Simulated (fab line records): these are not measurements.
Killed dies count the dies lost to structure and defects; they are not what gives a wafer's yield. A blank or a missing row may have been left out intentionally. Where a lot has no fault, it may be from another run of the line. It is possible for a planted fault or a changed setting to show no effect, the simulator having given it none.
Split-lot study | flow n5_finfet | 7 lots, 39 wafers read, on a route of 1938 steps

## SPLIT DETAILS
At N5_MOL_CONTACT_COAG_ETCH_105 (etches SiARC in CF4, target depth 15.6 nm, time 26 s), the setting bias_w was moved away from the recipe's 36 W on 12 of the 39 wafers read, by -17.7% to +8.3%. The other wafers ran this setting at the recipe's value.

Reading taken at the split's own step.

## THE READING
rf_vpp_V, in V, at N5_MOL_CONTACT_COAG_ETCH_105 (etches SiARC in CF4, target depth 15.6 nm, time 26 s). On this fab line, fault-free wafers typically give 184.2 V with a standard deviation of 1.1 V.

wafer  | tool, chamber at the split | bias_w as run, W | against the recipe | rf_vpp_V, V | against lot-mates on the recipe
L078.1 | rie_diel-03, 0             | 29.62            | -17.7%             | 161.3       | -23.6
L078.2 | rie_diel-03, 3             | 29.62            | -17.7%             | 164.0       | -20.9
L078.3 | rie_diel-03, 2             | 36               | recipe             | 187.0       | -
L078.4 | rie_diel-03, 1             | 36               | recipe             | 183.6       | -
L078.5 | rie_diel-03, 0             | 29.62            | -17.7%             | 162.6       | -22.3
L078.6 | rie_diel-03, 1             | 36               | recipe             | 184.0       | -
L079.1 | rie_diel-03, 2             | 36               | recipe             | 184.9       | -
L079.2 | rie_diel-03, 1             | 32               | -11.1%             | 169.4       | -15.0
L079.3 | rie_diel-03, 3             | 36               | recipe             | 183.2       | -
L079.4 | rie_diel-03, 0             | 32               | -11.1%             | 171.2       | -13.2
L079.5 | rie_diel-03, 3             | 36               | recipe             | 185.1       | -
L079.6 | rie_diel-03, 2             | 32               | -11.1%             | 172.0       | -12.4
L080.1 | rie_diel-03, 2             | 36               | recipe             | 184.5       | -
L080.2 | rie_diel-03, 0             | 36               | recipe             | 184.7       | -
L080.3 | rie_diel-03, 1             | 36               | recipe             | 186.0       | -
L080.4 | rie_diel-03, 3             | 36               | recipe             | 184.9       | -
L080.5 | rie_diel-03, 3             | 36               | recipe             | 183.7       | -
L080.6 | rie_diel-03, 2             | 36               | recipe             | 186.1       | -
L083.1 | rie_diel-04, 0             | 36               | recipe             | 185.5       | -
L083.2 | rie_diel-04, 2             | 36               | recipe             | 183.6       | -
L083.3 | rie_diel-04, 1             | 36               | recipe             | 184.0       | -
L083.4 | rie_diel-04, 2             | 30.98            | -13.9%             | 165.9       | -18.5
L083.5 | rie_diel-04, 1             | 30.98            | -13.9%             | 167.8       | -16.6
L083.6 | rie_diel-04, 0             | 30.98            | -13.9%             | 167.8       | -16.6
L090.1 | rie_diel-03, 2             | 36               | recipe             | 185.5       | -
L090.2 | rie_diel-03, 1             | 36               | recipe             | 184.7       | -
L090.3 | rie_diel-03, 0             | 36               | recipe             | 183.8       | -
L090.4 | rie_diel-03, 3             | 36               | recipe             | 183.8       | -
L090.5 | rie_diel-03, 0             | 36               | recipe             | 184.6       | -
L090.6 | rie_diel-03, 3             | 36               | recipe             | 184.6       | -
L091.1 | rie_diel-04, 0             | 36               | recipe             | 186.0       | -
L091.2 | rie_diel-04, 1             | 36               | recipe             | 184.5       | -
L091.5 | rie_diel-04, 1             | 36               | recipe             | 184.6       | -
L095.1 | rie_diel-05, 2             | 39               | +8.3%              | 193.8       | +11.5
L095.2 | rie_diel-05, 0             | 39               | +8.3%              | 192.5       | +10.2
L095.3 | rie_diel-05, 1             | 39               | +8.3%              | 192.6       | +10.3
L095.4 | rie_diel-05, 0             | 36               | recipe             | 183.3       | -
L095.5 | rie_diel-05, 2             | 36               | recipe             | 181.1       | -
L095.6 | rie_diel-05, 1             | 36               | recipe             | 182.4       | -

FIT RESULTS
A straight line over all 39 wafers: rf_vpp_V changes by +1.2 V for each +1% of bias_w; r = +0.99; the points scatter about the line by 1.2 V.
The same after taking each lot's own level away (the mean of its wafers on the recipe; 39 wafers): +1.25 V for each +1%; r = +0.99; scatter 0.94 V.
On that fit, the largest move of bias_w shifts the reading by 22 V.
Across the lots, their own levels run from 182.27 to 185.03 V, a range of 2.5 times the standard deviation given above.
The two slopes agree, so the slope changes little with the lot-to-lot level.
Check: -21.8 V against its lot-mates is what the line predicts for one of the wafers moved furthest among these (-17.7%) when that wafer is left out of the fit. Against them it came out at -23.6 V.
Tool readings at the split's step, against how far the setting was moved: rf_vpp_V r = +0.99.

## THESE WAFERS: OTHER SPLITS
Other splits were also applied to these wafers ahead of the reading. Each is held against what the fit with the lots' levels taken away leaves over:
other split on the same wafers | wafers away from the commonest value | r with rf_vpp_V (lot level and that fit taken away)
N5_DUMMY_GATE_ETCH_32 time_s   | 15                                   | -0.35
N5_DUMMY_GATE_ETCH_42 bias_w   | 15                                   | -0.04

## FILE'S OWN FIT
rf_vpp_V changes by +1.25 V for each +1% of bias_w, r = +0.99.
